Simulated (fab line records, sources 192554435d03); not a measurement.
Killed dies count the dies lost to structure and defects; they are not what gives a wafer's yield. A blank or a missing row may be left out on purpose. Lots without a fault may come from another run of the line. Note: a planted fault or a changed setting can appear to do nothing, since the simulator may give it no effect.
fab line records ; flow n5Finfet
[record] lots = 10; wafers = 28; lastDay = 19
route steps=1938 shown BEOL_M0@731 BEOL_M4@1111
lots that met no fault: taken from a fault-free run of the same line
startH: start of the lot's first displayed wafer, in hours after the record's first day ; waitH: hours elapsed since this lot's preceding step ; " repeats the value in the row above ; L1.1+2: a single row standing in for several wafers ; - no value, or no start given ; * or withheld: withheld ; < > ~ a bound
route shown NAME@n: names a module that has steps shown in the file, with the first one's number in the route ; usual: mean/standard deviation of fault-free wafers ; same: alike in all rows ; chamber/n: place in a boat ; sites: readings site by site ; _std_site: standard deviation across them ; _edge_site: mean of outer sites minus mean of inner sites ; radiusMm: how far each site lies from the wafer's centre ; mask NAME#n: copy n ; behind: tool/chamber where the wafer was last shaped ; hold: the reason the lot was held/the length of the hold in hours/how it ended ; device: transistor that didn't switch, given as n, p or np ; end of line: tests run on the same wafers once the route is complete ; for a step that has no rows: nothing shown but its recipe ; killed: dies lost to structure and defects at the first sort, not the wafer's yield ; map: dies across one wafer; x = killed, . = not, _ = none there
set.NAME: setting as actually run; set.NAME@STEP: the setting as run at that earlier step ; model.NAME: the simulator's own value behind a step, which no gauge read
the route's steps for a sample of lots (tables are steps, rows are wafers)
services: when a tool's chamber went out of use (startH, in hours from the record's first day, below 0 if earlier), for how many hours, and the reason
[[steps]]
[step N5_BEOL_M0_ALD_136]
[recipe] material = TaN; targetThkA = *; tempC = 275; aldPrecursorFamily = PDMAT; aldCoReactant = NH3; pressureTorr = 3; carrierFlowSccm = 1500; pulseTimeS = 2; purgeTimeS = 3; coReactantPurgeTimeS = 2; coReactantPulseTimeS = 3; aldCycles = 30; precursorVesselTempC = 75; precursorVesselPressureTorr = 26.25; precursorVesselCarrierSccm = 1000
[usual] heaterPowerW = 413/43; precursorVesselCarrierSccm = 1000.6/3
lot.wafer;tool;chamber;startH;waitH;heaterPowerW;precursorVesselCarrierSccm
L209.1;aldMetal-01;0;123.35;0.0;330;997.6
L209.2;aldMetal-01;2;123.35;0.0;468;998.7
L209.3;aldMetal-01;1;123.35;0.0;381;995.9
L210.1;aldMetal-04;0;128.76;0.0;455;998.4
L210.4;aldMetal-04;3;128.76;0.0;424;1000.3
L210.5;aldMetal-04;3;128.76;0.0;415;1005.0
L218.1;aldMetal-01;2;174.44;0.0;464;997.8
L218.4;aldMetal-01;0;174.44;0.0;326;1003.7
L219.1;aldMetal-03;1;181.83;0.1;404;1002.4
L219.2;aldMetal-03;0;181.83;0.1;383;995.8
L223.1;aldMetal-03;2;202.85;0.1;446;999.1
L223.2;aldMetal-03;1;202.85;0.1;406;995.4
L223.5;aldMetal-03;1;202.85;0.1;402;998.5
L224.1;aldMetal-04;2;210.29;0.0;442;1007.2
L224.2;aldMetal-04;3;210.29;0.0;427;999.8
L224.5;aldMetal-04;3;210.29;0.0;414;997.9
L226.3;aldMetal-04;2;215.73;0.0;442;996.3
L226.4;aldMetal-04;3;215.73;0.0;426;1004.5
L226.5;aldMetal-04;1;215.73;0.0;454;997.0
L229.1;aldMetal-04;3;234.39;0.0;436;1001.3
L229.2;aldMetal-04;0;234.39;0.0;457;997.2
L229.4;aldMetal-04;1;234.39;0.0;442;1001.6
L230.2;aldMetal-04;2;240.15;0.2;439;992.0
L230.5;aldMetal-04;3;240.15;0.2;434;999.2
L230.6;aldMetal-04;0;240.15;0.2;452;999.2
L232.2;aldMetal-01;0;252.55;0.1;337;1000.6
L232.4;aldMetal-01;3;252.55;0.1;341;998.6
L232.6;aldMetal-01;2;252.55;0.1;476;1000.6
[step N5_BEOL_M0_SPUTTER_116]
[recipe] material = Cu; targetThkA = 40; tempC = -20; chamberPressurePa = 0.07; powerW = withheld; timeS = 7.37
[usual] throttleValvePct = 30.1/1.1
[same] timeS = 7.37
lot.wafer;tool;chamber;startH;waitH;throttleValvePct
L209.1;pvdSputter-01;-;125.53;1.7;27.6
L209.2;pvdSputter-01;-;125.53;1.7;29.0
L209.3;pvdSputter-01;-;125.53;1.7;30.6
L210.1;pvdSputter-02;-;129.32;0.1;29.5
L210.4;pvdSputter-02;-;129.32;0.1;31.3
L210.5;pvdSputter-02;-;129.32;0.1;29.0
L218.1;pvdSputter-02;-;176.65;1.4;29.4
L218.4;pvdSputter-02;-;176.65;1.4;28.8
L219.1;pvdSputter-02;-;182.40;0.1;31.5
L219.2;pvdSputter-02;-;182.40;0.1;28.7
L223.1;pvdSputter-01;-;203.39;0.2;27.7
L223.2;pvdSputter-01;-;203.39;0.2;29.1
L223.5;pvdSputter-01;-;203.39;0.2;30.1
L224.1;pvdSputter-02;-;210.76;0.1;28.8
L224.2;pvdSputter-02;-;210.76;0.1;31.5
L224.5;pvdSputter-02;-;210.76;0.1;31.5
L226.3;pvdSputter-03;-;217.21;0.3;30.5
L226.4;pvdSputter-03;-;217.21;0.3;30.8
L226.5;pvdSputter-03;-;217.21;0.3;30.8
L229.1;pvdSputter-02;-;234.93;0.1;31.7
L229.2;pvdSputter-02;-;234.93;0.1;29.0
L229.4;pvdSputter-02;-;234.93;0.1;31.6
L230.2;pvdSputter-03;-;240.98;0.2;31.0
L230.5;pvdSputter-03;-;240.98;0.2;30.2
L230.6;pvdSputter-03;-;240.98;0.2;30.1
L232.2;pvdSputter-02;-;253.05;0.1;31.5
L232.4;pvdSputter-02;-;253.05;0.1;31.4
L232.6;pvdSputter-02;-;253.05;0.1;29.1
[step N5_BEOL_M0_ANNEAL_133]
[recipe] tempC = 400; timeS = 60; ambient = vacuum
[usual] heaterPowerW = 819/82
[same] timeS = 60
lot.wafer;tool;chamber;startH;waitH;heaterPowerW
L209.1;pvdSputter-01;-;125.73;0.0;809
L209.2;pvdSputter-01;-;125.73;0.0;905
L209.3;pvdSputter-01;-;125.73;0.0;798
L210.1;pvdSputter-02;-;129.52;0.0;751
L210.4;pvdSputter-02;-;129.52;0.0;803
L210.5;pvdSputter-02;-;129.52;0.0;899
L218.1;pvdSputter-02;-;176.85;0.0;747
L218.4;pvdSputter-02;-;176.85;0.0;907
L219.1;pvdSputter-02;-;182.60;0.0;813
L219.2;pvdSputter-02;-;182.60;0.0;904
L223.1;pvdSputter-01;-;203.59;0.0;794
L223.2;pvdSputter-01;-;203.59;0.0;913
L223.5;pvdSputter-01;-;203.59;0.0;716
L224.1;pvdSputter-02;-;210.96;0.0;911
L224.2;pvdSputter-02;-;210.96;0.0;995
L224.5;pvdSputter-02;-;210.96;0.0;792
L226.3;pvdSputter-03;-;217.41;0.0;742
L226.4;pvdSputter-03;-;217.41;0.0;826
L226.5;pvdSputter-03;-;217.41;0.0;841
L229.1;pvdSputter-02;-;235.13;0.0;1022
L229.2;pvdSputter-02;-;235.13;0.0;720
L229.4;pvdSputter-02;-;235.13;0.0;813
L230.2;pvdSputter-03;-;241.18;0.0;745
L230.5;pvdSputter-03;-;241.18;0.0;735
L230.6;pvdSputter-03;-;241.18;0.0;858
L232.2;pvdSputter-02;-;253.25;0.0;797
L232.4;pvdSputter-02;-;253.25;0.0;1001
L232.6;pvdSputter-02;-;253.25;0.0;897
[step N5_BEOL_M0_CMP_120]
[recipe] stopOn = SiOC; tOverpolishS = 6.9; downForcePsi = 1; platenRpm = 50; clearingPlatenDownForcePsi = 1.5; clearingPlatenRpm = 50; postCmpClean = cuAlkaline; clearingPlatenPadVelocityMS = 0.99484; padVelocityMS = 0.99484
[usual] barrierFieldEndpointS = 3.61/0.094; motorCurrentA = 6.0/0.49; overpolishRunS = 6.900/0.0096; slurryFilterDpKPa = 13.50/0.14; timeToEndpointS = 62.5/2.4
lot.wafer;tool;chamber;startH;waitH;barrierFieldEndpointS;motorCurrentA;overpolishRunS;slurryFilterDpKPa;timeToEndpointS
L209.2;cmp-03;0;126.39;0.2;3.75;6.9;6.893;13.62;63.0
L209.1;cmp-03;1;126.39;0.2;3.63;6.3;6.891;13.69;61.8
L209.3;cmp-03;2;126.39;0.2;3.71;6.3;6.897;13.48;63.8
L210.1;cmp-02;2;130.21;0.3;3.56;6.1;6.899;13.48;61.3
L210.4;cmp-02;3;130.21;0.3;3.76;6.1;6.921;13.45;63.6
L210.5;cmp-02;1;130.21;0.3;3.62;5.4;6.893;13.54;61.3
L218.4;cmp-03;2;178.07;0.1;1.99;6.3;6.909;13.33;33.9
L218.1;cmp-03;0;178.07;0.1;1.93;6.4;6.890;13.45;33.5
L219.2;cmp-03;1;183.39;0.2;3.69;6.3;6.885;13.43;63.4
L219.1;cmp-03;0;183.39;0.2;2.01;6.7;6.921;13.32;37.4
L223.1;cmp-01;3;204.26;0.3;3.62;4.8;6.910;13.50;65.8
L223.2;cmp-01;0;204.26;0.3;3.54;5.5;6.908;13.52;68.2
L223.5;cmp-01;3;204.26;0.3;3.52;5.1;6.910;13.60;66.6
L224.1;cmp-02;3;212.23;0.3;3.77;6.1;6.898;13.51;66.1
L224.2;cmp-02;1;212.23;0.3;3.53;5.4;6.903;13.57;62.0
L224.5;cmp-02;0;212.23;0.3;3.50;5.6;6.909;13.42;64.7
L226.3;cmp-01;0;218.06;0.2;3.78;5.7;6.893;13.55;67.8
L226.4;cmp-01;1;218.06;0.2;3.79;6.8;6.901;13.43;64.6
L226.5;cmp-01;0;218.06;0.2;3.52;5.7;6.907;13.52;64.6
L229.2;cmp-01;2;236.20;0.2;3.45;5.6;6.895;13.91;60.7
L229.4;cmp-01;0;236.20;0.2;3.56;5.8;6.884;13.34;60.4
L229.1;cmp-01;1;236.20;0.2;3.61;6.9;6.905;13.76;63.9
L230.2;cmp-01;0;241.83;0.2;3.55;5.7;6.900;13.41;60.1
L230.6;cmp-01;0;241.83;0.2;3.59;6.0;6.910;13.61;62.8
L230.5;cmp-01;1;241.83;0.2;3.45;6.8;6.889;13.69;59.3
L232.2;cmp-03;3;253.91;0.2;3.69;5.8;6.900;13.45;57.5
L232.4;cmp-03;0;253.91;0.2;3.62;6.2;6.896;13.50;62.1
L232.6;cmp-03;0;253.91;0.2;3.78;6.6;6.896;13.41;63.5
[step N5_BEOL_M4_RC_MEAS_101]
[usual] DIBL_N = 35.9/1.3; DIBL_P = 35.9/1.5; IOFF_N = 0.152/0.023; IOFF_P = 0.204/0.027; ION_N = 673/9.2; ION_P = 462/6.7; SS_N = 71.4/0.48; SS_P = 73.2/0.55; VT_N = 250.3/2.6; VT_P = -250.6/3
lot.wafer;tool;chamber;startH;waitH;DIBL_N[mV/V];DIBL_P[mV/V];IOFF_N[nA/um];IOFF_P[nA/um];ION_N[uA/um];ION_P[uA/um];SS_N[mV/dec];SS_P[mV/dec];VT_N[mV];VT_P[mV]
L209.1;prober-02;0;180.88;0.0;35.2;35.1;0.120;0.163;662;455;70.9;72.3;255.4;-253.8
L209.2;prober-02;0;180.88;0.0;37.0;38.1;0.155;0.207;671;468;71.2;72.6;251.9;-251.8
L209.3;prober-02;0;180.88;0.0;37.2;37.3;0.149;0.193;659;450;71.6;73.2;250.1;-251.3
L210.1;prober-01;0;186.74;0.0;35.9;36.2;0.177;0.208;682;458;71.3;73.9;246.9;-250.4
L210.4;prober-01;0;186.74;0.0;35.3;35.8;0.163;0.198;679;459;71.8;73.7;248.9;-251.5
L210.5;prober-01;0;186.74;0.0;34.9;36.1;0.159;0.204;676;464;70.8;73.1;248.7;-252.7
L219.1;prober-02;0;247.96;0.3;38.2;38.8;0.225;0.247;690;467;71.5;74.1;242.7;-248.1
L219.2;prober-02;0;247.96;0.3;37.6;37.3;0.206;0.217;678;458;71.8;73.2;244.2;-253.5
L218.1;prober-02;0;267.07;0.0;35.7;35.5;0.134;0.188;669;455;71.1;72.7;249.5;-249.6
L218.4;prober-02;0;267.07;0.0;37.2;36.9;0.154;0.220;682;464;72.3;73.6;249.0;-248.0
L223.1;prober-01;0;271.93;0.0;33.9;35.3;0.152;0.208;688;474;71.3;72.8;248.7;-248.8
L223.2;prober-01;0;271.93;0.0;34.1;36.2;0.156;0.231;682;474;71.0;73.3;250.0;-245.6
L223.5;prober-01;0;271.93;0.0;33.2;34.6;0.136;0.201;681;471;70.4;72.7;250.0;-249.4
L224.1;prober-02;0;278.09;0.0;37.4;34.7;0.139;0.161;679;457;71.0;72.6;251.0;-255.2
L224.2;prober-02;0;278.09;0.0;39.0;36.7;0.163;0.193;689;463;71.4;73.7;248.7;-253.3
L224.5;prober-02;0;278.09;0.0;36.4;33.5;0.121;0.149;669;452;71.3;72.6;252.4;-252.7
L226.3;prober-01;0;302.78;0.3;36.5;36.9;0.146;0.178;671;459;70.9;73.0;250.3;-251.8
L226.4;prober-01;0;302.78;0.3;36.6;37.0;0.141;0.178;660;451;70.4;72.9;250.9;-254.6
L226.5;prober-01;0;302.78;0.3;36.1;36.0;0.139;0.168;674;457;71.4;73.4;249.9;-253.8
L229.1;prober-02;0;305.47;0.0;36.1;36.0;0.162;0.183;675;454;71.9;73.0;250.0;-253.1
L229.2;prober-02;0;305.47;0.0;36.2;36.6;0.164;0.187;668;455;72.0;73.8;248.5;-255.2
L229.4;prober-02;0;305.47;0.0;35.4;35.8;0.149;0.176;669;452;71.4;73.1;250.2;-256.0
L230.2;prober-02;0;313.59;0.2;35.1;35.8;0.128;0.167;669;455;71.1;73.3;255.3;-254.2
L230.5;prober-02;0;313.59;0.2;35.0;36.8;0.132;0.175;668;454;71.7;73.4;253.2;-253.3
L230.6;prober-02;0;313.59;0.2;35.1;36.6;0.138;0.171;672;456;71.8;73.2;252.9;-257.5
L232.2;prober-02;0;334.79;0.2;35.3;34.3;0.134;0.219;657;466;71.6;73.2;252.8;-247.0
L232.4;prober-02;0;334.79;0.2;35.2;34.4;0.130;0.216;667;471;71.4;72.1;249.9;-247.9
L232.6;prober-02;0;334.79;0.2;35.9;35.3;0.146;0.240;678;477;71.1;73.7;251.0;-244.7
[[services]]
tool;chamber;startH;hours;kind
cmp-02;-;99.98;5.3;repair
aldMetal-01;-;100.38;0.9;repair
cmp-01;-;122.00;5.7;pm
aldMetal-01;-;131.81;8.7;pm
aldMetal-04;2;135.23;2.3;repair
cmp-02;-;139.93;1.2;repair
aldMetal-04;0;142.61;23.8;repair
cmp-02;-;149.79;7.9;repair
cmp-03;-;156.16;4.0;pm
aldMetal-03;-;163.31;12.9;repair
cmp-02;-;182.65;1.8;repair
aldMetal-04;-;182.90;2.8;pm
pvdSputter-03;-;186.76;4.3;repair
cmp-01;-;195.17;1.2;repair
cmp-02;-;197.24;7.9;pm
cmp-03;-;209.79;0.4;repair
aldMetal-01;-;221.14;25.1;repair
cmp-02;-;227.28;4.0;pm
cmp-01;-;237.79;4.0;pm
cmp-01;-;241.79;-;consumableReplace:conditioner
cmp-01;-;241.79;-;consumableReplace:pad
aldMetal-03;3;242.68;10.8;repair
aldMetal-03;0;245.07;17.8;repair
cmp-02;-;248.20;7.1;repair
[[key]]
[firstSign] step = N5_BEOL_M0_CMP_120; reading = barrierFieldEndpointS; direction = down; sigmas = 17; usual = 3.61; struck = 1.98
[effect] step = N5_BEOL_M0_CMP_120; reading = timeToEndpointS; direction = down; sigmas = 12; usual = *; struck = *
metAt N5_BEOL_M0_CMP_120
struckLots L218,L219
struckWafers L218.1,L218.4,L219.1
notActingAt N5_BEOL_M0_ALD_136,N5_BEOL_M0_SPUTTER_116,N5_BEOL_M0_ANNEAL_133
onsetBetween 126.39 178.07
[fault] kind = processParameterDrift; tool = cmp-03; chamber = -; onsetH = 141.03; steps = N5_BEOL_M0_CMP_120; channel = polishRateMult; offset = 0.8; shape = step; endH = 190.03; scope = struckWafersOnly
